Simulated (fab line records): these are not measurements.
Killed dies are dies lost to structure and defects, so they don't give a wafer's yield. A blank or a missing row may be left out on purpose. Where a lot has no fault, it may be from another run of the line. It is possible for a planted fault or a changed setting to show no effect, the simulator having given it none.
Matching of chambers ; flow n5-finfet ; 4 sister chambers for N5_HKMG_FIN_ALD_21 on ald-metal-01
The step deposits TiN, target thk 1.5 nm, pulse time 1 s, purge time 3 s. 4 wafers are shown with their chamber, then 8 later ones without.

## EACH WAFER AND ITS CHAMBER
wafer;chamber;heater-power-w (W)
L080.1;0;831
L090.1;3;786
L090.5;1;794
L091.2;2;763

## WAFERS WITHOUT THEIR CHAMBER
wafer;heater-power-w (W)
L091.3;826
L091.4;804
L094.1;819
L094.4;782
L094.6;786
L097.2;789
L097.5;838
L097.6;788

## EACH ONE'S CHAMBER
wafer;from the rows above;in truth
L091.3;0;0
L091.4;can't be placed: 1 or 3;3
L094.1;can't be placed: 0 or 1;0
L094.4;can't be placed: 3 or 1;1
L094.6;can't be placed: 3 or 1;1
L097.2;can't be placed: 3 or 1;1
L097.5;0;0
L097.6;can't be placed: 3 or 1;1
Correctly placed: 2 of 8. Unplaceable from these rows: 6, with the true chamber sitting among the candidates in 6. Wrongly placed: 0.
How it was worked out, from the rows above alone: a wafer's distance from a chamber is the root of the sum, over the readings, of the square of ((its reading less the chamber's mean) divided by the reading's scatter). If the next closest chamber is less than 2 further off than the closest, the wafer can't be placed; otherwise it belongs to the closest. Each chamber's mean is taken over the wafers shown for it. The scatter: root of mean squared gap, hidden wafer to nearest shown wafer, with one shown wafer a chamber.
